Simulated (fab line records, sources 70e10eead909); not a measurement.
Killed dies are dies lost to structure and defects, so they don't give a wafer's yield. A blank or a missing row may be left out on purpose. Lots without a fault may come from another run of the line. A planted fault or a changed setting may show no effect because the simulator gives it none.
fab line records | flow nand_harc | part 1 of 2: steps 1 to 4 of 6
record lots=24 wafers=72 last_day=25
route steps=1159 shown P_ZERO_WELL@29 P_GATE@150 P_M0@275
lots that met no fault: from a run of the same line without faults
start_h: hours from the record's first day to the start of the lot's first wafer shown | wait_h: hours since the lot's step before | " the same as in the row above | L1.1+2: a row that stands for several wafers | - no value, or no start given | * or withheld: withheld | < > ~ a bound
route shown NAME@n: a module of which the file shows steps, and the number in the route of the first | usual: mean/standard deviation of fault-free wafers | same: alike in all rows | chamber/n: place in a boat | sites: the reading at each site | _std_site: their standard deviation | _edge_site: outer sites' mean less inner sites' | radius_mm: how far each site lies from the wafer's centre | mask NAME#n: copy n | behind: the tool/chamber that last shaped the wafer | hold: why the lot was held/for how many hours/how that ended | device: the transistor (n, p or np) that didn't switch | end of line: the same wafers' tests at the end of the route | a step without rows: its recipe alone | killed: dies lost to structure and defects at the first sort, not the wafer's yield | map: a wafer's dies, x killed, . not, _ none there
set.NAME: the setting as run; set.NAME@STEP: as run at that earlier step | model.NAME: the simulator's own value behind a step, which no gauge read
steps of the route over a sample of lots; a table a step, a row a wafer
services: from which hour (start_h, from the record's first day; less than 0 if before it) a tool's chamber was out of use, for how many hours, and why
## steps
# step NHARC_P_ZERO_WELL_CD_MEAS_24
# recipe target_cd_nm=720 landing_energy_ev=500
# usual cd_nm=719.1/1.7
# same landing_energy_ev=500
# columns lot.wafer tool chamber start_h wait_h cd_nm
L074.1 cd_sem-03 0 14.45 - 720.1
L074.2 " 0 " " 716.4
L074.3 " 0 " " 719.5
L075.1 cd_sem-01 0 20.72 - 718.1
L075.2 " 0 " " 717.3
L075.3 " 0 " " 719.9
L076.1 cd_sem-01 0 26.56 - 719.7
L076.4 " 0 " " 718.6
L076.6 " 0 " " 721.4
L077.1 cd_sem-03 0 32.59 - 718.3
L077.3 " 0 " " 722.2
L077.6 " 0 " " 717.5
L078.1 cd_sem-03 0 38.49 - 716.6
L078.3 " 0 " " 718.9
L078.6 " 0 " " 722.8
L079.1 cd_sem-01 0 44.60 - 722.5
L079.2 " 0 " " 717.3
L079.6 " 0 " " 720.0
L080.1 cd_sem-03 0 50.59 - 718.6
L080.3 " 0 " " 717.4
L080.4 " 0 " " 721.6
L081.2 cd_sem-01 0 56.49 - 718.3
L081.3 " 0 " " 720.0
L081.4 " 0 " " 720.3
L082.1 cd_sem-03 0 62.58 - 719.5
L082.3 " 0 " " 718.4
L082.5 " 0 " " 722.9
L083.1 cd_sem-03 0 68.46 - 719.3
L083.3 " 0 " " 718.9
L083.4 " 0 " " 721.4
L084.2 cd_sem-03 0 74.57 - 719.3
L084.3 " 0 " " 717.3
L084.4 " 0 " " 718.8
L085.1 cd_sem-01 0 80.34 - 722.8
L085.3 " 0 " " 718.1
L085.4 " 0 " " 721.1
L086.3 cd_sem-01 0 86.61 - 721.2
L086.4 " 0 " " 717.8
L086.6 " 0 " " 717.0
L087.4 cd_sem-01 0 92.60 - 721.6
L087.5 " 0 " " 719.4
L087.6 " 0 " " 721.2
L088.1 cd_sem-02 0 98.61 - 722.1
L088.2 " 0 " " 718.7
L088.4 " 0 " " 719.9
L089.3 cd_sem-01 0 104.60 - 718.0
L089.5 " 0 " " 722.5
L089.6 " 0 " " 719.4
L090.2 cd_sem-03 0 110.48 - 719.0
L090.5 " 0 " " 719.9
L090.6 " 0 " " 722.0
L091.2 cd_sem-03 0 116.79 - 722.4
L091.3 " 0 " " 721.1
L091.4 " 0 " " 719.1
L092.2 cd_sem-03 0 122.58 - 718.1
L092.5 " 0 " " 716.5
L092.6 " 0 " " 719.5
L093.2 cd_sem-02 0 128.71 - 718.4
L093.3 " 0 " " 721.5
L093.6 " 0 " " 720.4
L094.2 cd_sem-01 0 134.46 - 716.4
L094.3 " 0 " " 718.8
L094.5 " 0 " " 717.5
L095.1 cd_sem-02 0 140.71 - 719.2
L095.2 " 0 " " 718.1
L095.4 " 0 " " 715.9
L096.4 cd_sem-02 0 146.65 - 718.0
L096.5 " 0 " " 721.9
L096.6 " 0 " " 719.2
L097.1 cd_sem-02 0 152.47 - 718.5
L097.2 " 0 " " 718.9
L097.5 " 0 " " 723.8
# step NHARC_P_ZERO_WELL_DESCUM_54
# recipe time_s=3 o2_flow_sccm=200 ar_flow_sccm=0 bias_power_w=0 chemistry=O2
# usual chamber_pressure_mTorr=60.01/0.053 drypump_motor_current_A=5.6/0.52 oes_product_au=1.002/0.013 rf_vpp_V=57.7/0.89 showerhead_plenum_p_Torr=1.89/0.1 throttle_valve_pct=11.311/0.0093
# columns lot.wafer tool chamber start_h wait_h chamber_pressure_mTorr drypump_motor_current_A oes_product_au rf_hours_counter_h rf_vpp_V showerhead_plenum_p_Torr throttle_valve_pct
L074.2 rie_diel-01 2 17.86 - 59.96 6.5 1.001 3.1 57.1 1.85 11.311
L074.3 " 3 " " 60.04 5.1 1.021 3.4 58.8 1.98 11.309
L074.1 " 0 " " 59.98 5.9 1.000 3.7 55.7 1.78 11.306
L075.1 rie_diel-07 3 24.24 - 59.96 6.6 1.000 6.4 56.5 1.79 11.319
L075.2 " 0 " " 59.98 5.6 1.024 5.0 57.5 2.05 11.309
L075.3 " 1 " " 59.95 5.6 0.989 5.4 56.8 1.88 11.318
L076.4 rie_diel-01 1 29.87 - 60.06 5.7 1.014 4.2 57.1 1.81 11.294
L076.1 " 2 " " 60.01 6.5 1.000 4.0 56.3 1.85 11.301
L076.6 " 1 " " 60.02 5.7 1.011 - 56.3 1.81 11.302
L077.3 rie_diel-01 3 35.92 - 60.02 5.1 1.022 4.2 57.7 1.98 11.312
L077.1 " 1 " " 60.03 5.7 1.024 4.4 58.0 1.81 11.320
L077.6 " 3 " " 60.03 5.1 1.032 - 58.2 1.98 11.290
L078.3 rie_diel-01 1 41.85 - 60.04 5.7 1.020 4.5 57.1 1.81 11.311
L078.1 " 2 " " 60.11 6.5 1.004 4.3 57.0 1.85 11.308
L078.6 " 3 " " 60.07 5.1 1.031 - 57.7 1.98 11.297
L079.1 rie_diel-09 2 48.06 - 59.99 5.3 0.989 9.9 58.1 1.80 11.303
L079.2 " 3 " " 60.06 5.3 0.979 9.8 59.8 2.05 11.301
L079.6 " 1 " " 60.02 5.1 0.987 - 56.9 1.93 11.321
L080.3 rie_diel-09 3 53.90 - 60.02 5.3 0.998 10.1 58.5 2.05 11.325
L080.4 " 1 " " 60.10 5.1 0.979 11.1 58.8 1.93 11.289
L080.1 " 2 " " 59.98 5.3 0.982 10.2 58.1 1.80 11.311
L081.3 rie_diel-01 1 59.95 - 60.03 5.7 1.017 5.2 56.2 1.81 11.310
L081.4 " 2 " " 60.03 6.5 1.003 5.3 58.1 1.85 11.307
L081.2 " 3 " " 59.96 5.1 1.038 5.2 57.7 1.98 11.311
L082.1 rie_diel-09 1 65.93 - 59.93 5.1 0.992 11.8 58.4 1.93 11.308
L082.3 " 2 " " 59.98 5.3 0.990 10.9 57.4 1.80 11.316
L082.5 " 1 " " 59.95 5.1 0.992 - 58.5 1.93 11.319
L083.4 rie_diel-01 1 71.77 - 60.16 5.7 1.008 6.2 58.1 1.81 11.306
L083.3 " 2 " " 60.04 6.5 1.000 6.5 58.8 1.85 11.317
L083.1 " 3 " " 60.02 5.1 1.011 6.3 57.0 1.98 11.317
L084.2 rie_diel-01 3 78.07 - 60.14 5.1 1.033 6.6 59.0 1.98 11.314
L084.4 " 0 " " 59.90 5.9 0.989 6.4 56.9 1.78 11.328
L084.3 " 2 " " 59.96 6.6 1.007 6.8 56.5 1.85 11.315
L085.1 rie_diel-01 3 83.56 - 60.01 5.1 1.033 6.8 57.6 1.98 11.292
L085.4 " 0 " " 59.99 5.9 0.992 6.6 58.7 1.78 11.322
L085.3 " 2 " " 60.06 6.5 0.996 7.0 57.5 1.85 11.324
L086.4 rie_diel-09 2 89.91 - 60.06 5.3 0.994 0 58.4 1.80 11.331
L086.3 " 0 " " 59.94 5.1 1.006 0 57.4 1.80 11.308
L086.6 " 3 " " 60.01 5.3 0.977 - 57.8 2.05 11.316
L087.4 rie_diel-09 1 96.01 - 60.01 5.1 1.005 1.0 58.5 1.93 11.312
L087.6 " 1 " " 59.94 5.1 1.009 - 57.3 1.93 11.308
L087.5 " 2 " " 60.00 5.3 1.011 - 56.3 1.80 11.302
L088.1 rie_diel-07 0 101.94 - 60.07 5.6 1.000 2.6 57.6 2.05 11.301
L088.2 " 1 " " 59.94 5.7 1.011 2.5 56.2 1.88 11.300
L088.4 " 3 " " 59.98 6.6 1.001 1.8 58.2 1.79 11.330
L089.3 rie_diel-07 0 107.93 - 59.97 5.6 1.007 2.7 57.3 2.05 11.318
L089.5 " 3 " " 60.02 6.6 0.996 - 57.0 1.79 11.305
L089.6 " 0 " " 59.96 5.6 0.997 - 59.4 2.05 11.325
L090.2 rie_diel-09 3 113.91 - 60.02 5.4 0.980 3.1 58.1 2.05 11.319
L090.5 " 2 " " 59.93 5.3 0.993 - 57.5 1.80 11.312
L090.6 " 3 " " 60.04 5.3 0.989 - 57.6 2.05 11.307
L091.4 rie_diel-09 1 120.24 - 59.97 5.1 0.994 3.2 58.6 1.93 11.308
L091.2 " 2 " " 59.96 5.3 0.996 3.5 58.5 1.80 11.314
L091.3 " 3 " " 60.05 5.3 0.982 3.2 56.4 2.05 11.315
L092.2 rie_diel-01 1 125.98 - 59.93 5.7 1.017 9.5 57.2 1.81 11.312
L092.5 " 2 " " 59.91 6.6 1.007 - 57.7 1.85 11.316
L092.6 " 3 " " 59.91 5.1 1.028 - 59.0 1.98 11.312
L093.2 rie_diel-07 0 132.16 - 59.96 5.6 0.997 4.9 58.9 2.05 11.308
L093.3 " 1 " " 60.05 5.6 1.004 5.0 58.6 1.88 11.307
L093.6 " 0 " " 60.05 5.6 0.989 - 58.4 2.04 11.317
L094.2 rie_diel-07 0 137.80 - 59.96 5.6 0.984 5.2 59.5 2.04 11.307
L094.3 " 1 " " 59.95 5.7 0.989 5.3 58.4 1.88 11.315
L094.5 " 0 " " 60.04 5.6 0.990 - 58.2 2.04 11.311
L095.4 rie_diel-07 1 146.61 - 59.95 5.7 0.989 5.8 57.0 1.88 11.301
L095.1 " 2 " " 60.06 5.1 1.013 4.6 57.8 2.04 11.325
L095.2 " 0 " " 60.03 5.6 0.991 5.9 57.6 2.04 11.312
L096.4 rie_diel-09 3 150.19 - 60.07 5.4 0.982 5.6 58.8 2.05 11.300
L096.5 " 2 " " 60.05 5.3 0.994 - 57.5 1.80 11.309
L096.6 " 3 " " 60.08 5.4 0.983 - 58.8 2.05 11.315
L097.1 rie_diel-07 3 155.92 - 60.02 6.6 1.004 5.9 56.3 1.78 11.310
L097.2 " 1 " " 59.96 5.7 1.001 6.0 58.1 1.88 11.315
L097.5 " 3 " " 60.03 6.6 1.010 - 58.6 1.78 11.322
# step NHARC_P_ZERO_WELL_INSPECT_43
# usual raw_defect_count=13/6.7
# columns lot.wafer tool chamber start_h wait_h raw_defect_count
L074.1 defect_inspect-02 - 19.51 0.6 8
L074.2 " - " " 11
L074.3 " - " " 14
L075.1 defect_inspect-01 - 25.98 0.6 32
L075.2 " - " " 16
L075.3 " - " " 19
L076.1 defect_inspect-01 - 31.53 0.6 19
L076.4 " - " " 32
L076.6 " - " " 28
L077.1 defect_inspect-01 - 37.60 0.6 4
L077.3 " - " " 9
L077.6 " - " " 9
L078.1 defect_inspect-01 - 43.64 0.6 5
L078.3 " - " " 2
L078.6 " - " " 4
L079.1 defect_inspect-01 - 49.82 0.6 18
L079.2 " - " " 13
L079.6 " - " " 21
L080.1 defect_inspect-01 - 55.54 0.6 11
L080.3 " - " " 6
L080.4 " - " " 10
L081.2 defect_inspect-02 - 61.59 0.5 10
L081.3 " - " " 11
L081.4 " - " " 9
L082.1 defect_inspect-01 - 67.57 0.6 12
L082.3 " - " " 19
L082.5 " - " " 8
L083.1 defect_inspect-02 - 73.45 0.6 9
L083.3 " - " " 11
L083.4 " - " " 18
L084.2 defect_inspect-02 - 79.73 0.5 11
L084.3 " - " " 22
L084.4 " - " " 8
L085.1 defect_inspect-02 - 85.24 0.6 6
L085.3 " - " " 5
L085.4 " - " " 16
L086.3 defect_inspect-02 - 91.56 0.4 6
L086.4 " - " " 14
L086.6 " - " " 22
L087.4 defect_inspect-02 - 97.67 0.2 7
L087.5 " - " " 6
L087.6 " - " " 5
L088.1 defect_inspect-01 - 103.61 0.6 13
L088.2 " - " " 16
L088.4 " - " " 11
L089.3 defect_inspect-02 - 109.67 0.4 2
L089.5 " - " " 4
L089.6 " - " " 8
L090.2 defect_inspect-02 - 115.57 0.5 16
L090.5 " - " " 25
L090.6 " - " " 15
L091.2 defect_inspect-02 - 121.89 0.5 11
L091.3 " - " " 16
L091.4 " - " " 11
L092.2 defect_inspect-02 - 127.60 0.5 12
L092.5 " - " " 15
L092.6 " - " " 8
L093.2 defect_inspect-02 - 133.83 0.5 14
L093.3 " - " " 7
L093.6 " - " " 9
L094.2 defect_inspect-01 - 139.45 0.5 24
L094.3 " - " " 10
L094.5 " - " " 20
L095.1 defect_inspect-01 - 148.31 0.6 16
L095.2 " - " " 13
L095.4 " - " " 14
L096.4 defect_inspect-02 - 151.84 0.2 13
L096.5 " - " " 17
L096.6 " - " " 10
L097.1 defect_inspect-02 - 157.68 0.6 20
L097.2 " - " " 10
L097.5 " - " " 20
# step NHARC_P_GATE_STRIP_108
# recipe o2_flow_sccm=500 ar_flow_sccm=0 bias_w=0 chemistry=O2
# usual chamber_pressure_mTorr=60.00/0.057 drypump_motor_current_A=5.7/0.38 oes_product_au=0.997/0.0087 rf_vpp_V=57.7/0.96 showerhead_plenum_p_Torr=3.48/0.17 throttle_valve_pct=17.035/0.0098
# same bias_w=0
# columns lot.wafer tool chamber start_h wait_h chamber_pressure_mTorr drypump_motor_current_A oes_product_au rf_hours_counter_h rf_vpp_V showerhead_plenum_p_Torr throttle_valve_pct
L075.3 rie_diel-03 1 91.73 - 59.94 6.4 0.992 3 57.3 3.33 17.033
L075.1 " 3 " " 60.05 5.3 1.007 10 57.7 3.30 17.036
L075.2 " 0 " " 59.83 5.5 0.998 9 57.2 3.56 17.031
L074.3 rie_diel-13 2 92.30 - 59.97 5.3 0.993 58 57.7 3.68 17.050
L074.2 " 0 " " 59.93 5.6 0.979 63 57.3 3.56 17.042
L074.1 " 1 " " 59.91 5.8 0.989 59 56.3 3.34 17.036
L077.1 rie_diel-03 3 104.47 - 59.94 5.3 1.001 12 57.1 3.30 17.052
L077.3 " 0 " " 59.92 5.5 1.007 12 58.3 3.56 17.048
L077.6 " 0 " " 60.01 5.6 0.993 - 57.0 3.56 17.029
L076.1 rie_diel-03 0 104.91 - 59.97 5.6 1.009 12 56.9 3.56 17.033
L076.6 " 1 " " 60.00 6.4 0.981 - 57.3 3.33 17.019
L076.4 " 3 " " 60.01 5.3 0.995 - 57.1 3.30 17.037
L078.1 rie_diel-05 0 115.43 - 60.12 6.3 0.992 42 58.5 3.57 17.039
L078.3 " 3 " " 60.01 5.3 1.000 42 57.6 3.64 17.042
L078.6 " 0 " " 60.12 6.3 0.997 - 58.4 3.57 17.027
L079.2 rie_diel-03 1 115.77 - 60.01 6.4 0.992 8 58.1 3.33 17.024
L079.1 " 2 " " 60.02 5.7 0.999 12 58.0 3.75 17.043
L079.6 " 0 " " 60.00 5.6 1.003 - 57.6 3.56 17.029
L082.3 rie_diel-03 0 133.66 - 60.00 5.6 1.003 16 58.0 3.56 17.031
L082.1 " 2 " " 60.03 5.7 1.009 14 58.9 3.75 17.048
L082.5 " 1 " " 59.97 6.4 0.996 - 57.2 3.33 17.034
L081.3 rie_diel-13 1 134.22 - 59.98 5.8 0.989 6 56.6 3.33 17.030
L081.2 " 2 " " 60.06 5.3 0.991 8 59.1 3.67 17.034
L081.4 " 3 " " 60.00 6.1 0.980 8 56.8 3.32 17.030
L080.3 rie_diel-05 1 134.40 - 60.10 5.6 1.010 53 58.3 3.41 17.023
L080.1 " 3 " " 59.98 5.4 0.997 47 58.4 3.64 17.017
L080.4 " 0 " " 59.99 6.3 1.003 - 58.3 3.57 17.013
L083.1 rie_diel-13 3 142.91 - 60.07 6.1 0.982 11 56.9 3.32 17.058
L083.4 " 0 " " 60.04 5.6 1.001 10 57.7 3.56 17.027
L083.3 " 1 " " 59.94 5.8 0.988 8 59.4 3.33 17.036
L084.3 rie_diel-03 1 153.60 - 60.00 6.4 1.002 14 57.5 3.33 17.032
L084.4 " 2 " " 60.09 5.7 1.011 19 58.1 3.75 17.032
L084.2 " 0 " " 60.08 5.5 1.006 20 59.3 3.55 17.022
L086.4 rie_diel-03 1 165.68 - 59.99 6.4 0.989 18 57.2 3.32 17.041
L086.3 " 0 " " 59.99 5.6 1.000 23 56.4 3.55 17.034
L086.6 " 1 " " 60.02 6.4 0.997 - 58.3 3.32 17.032
L085.3 rie_diel-03 3 165.88 - 60.04 5.3 1.020 25 57.1 3.29 17.033
L085.4 " 0 " " 60.01 5.6 0.997 23 58.4 3.55 17.033
L085.1 " 1 " " 60.11 6.4 1.006 18 56.7 3.32 17.041
L089.3 rie_diel-03 2 168.96 - 59.95 5.8 1.001 23 58.9 3.75 17.051
L089.5 " 2 " " 60.04 5.7 1.006 - 60.3 3.75 17.047
L089.6 " 3 " " 60.07 5.3 1.005 - 58.1 3.29 17.029
L088.1 rie_diel-03 3 171.04 - 59.99 5.3 1.000 25 56.6 3.29 17.046
L088.4 " 0 " " 60.05 5.6 0.988 24 57.7 3.55 17.027
L088.2 " 1 " " 60.01 6.4 0.989 19 57.6 3.32 17.030
L087.4 rie_diel-03 0 171.46 - 60.03 5.5 1.008 24 56.0 3.55 17.038
L087.6 " 3 " " 60.01 5.3 1.004 - 57.5 3.29 17.032
L087.5 " 0 " " 59.89 5.6 1.000 - 57.1 3.55 17.035
L090.2 rie_diel-03 3 186.86 - 60.04 5.3 0.990 30 56.9 3.29 17.043
L090.6 " 3 " " 60.03 5.3 1.002 - 57.7 3.29 17.045
L090.5 " 0 " " 60.01 5.6 0.996 - 58.7 3.55 17.028
L091.4 rie_diel-03 2 191.23 - 60.07 5.7 1.005 29 58.5 3.74 17.017
L091.2 " 0 " " 59.96 5.6 0.995 29 56.7 3.55 17.035
L091.3 " 1 " " 59.99 6.4 1.004 24 58.2 3.32 17.048
L092.2 rie_diel-03 0 197.85 - 60.05 5.6 0.987 30 58.2 3.55 17.023
L092.5 " 1 " " 60.01 6.4 0.978 - 58.1 3.32 17.026
L092.6 " 2 " " 59.92 5.7 1.000 - 56.2 3.74 17.033
L094.2 rie_diel-05 3 205.13 - 60.01 5.4 0.990 11 57.3 3.62 17.051
L094.3 " 0 " " 59.99 6.3 1.002 13 57.4 3.56 17.050
L094.5 " 3 " " 59.96 5.3 0.995 - 57.7 3.62 17.017
L093.2 rie_diel-05 1 205.42 - 59.95 5.6 0.990 13 58.4 3.40 17.050
L093.3 " 2 " " 59.85 5.7 1.002 11 58.3 3.62 17.033
L093.6 " 1 " " 59.93 5.6 0.993 - 56.6 3.40 17.030
L095.1 rie_diel-13 1 216.64 - 60.01 5.8 0.989 36 56.6 3.32 17.021
L095.2 " 2 " " 59.83 5.3 0.988 42 58.3 3.65 17.034
L095.4 " 3 " " 59.97 6.1 0.979 40 57.5 3.30 17.044
L096.4 rie_diel-13 1 216.77 - 59.92 5.8 0.979 36 57.5 3.32 17.047
L096.6 " 3 " " 59.97 6.1 0.995 - 56.5 3.30 17.039
L096.5 " 0 " " 60.02 5.6 0.991 - 57.8 3.54 17.014
L097.2 rie_diel-03 3 228.80 - 60.08 5.3 1.020 0 57.8 3.28 17.032
L097.1 " 1 " " 59.92 6.3 1.009 1 57.5 3.32 17.037
L097.5 " 3 " " 60.06 5.3 1.007 - 56.8 3.28 17.031
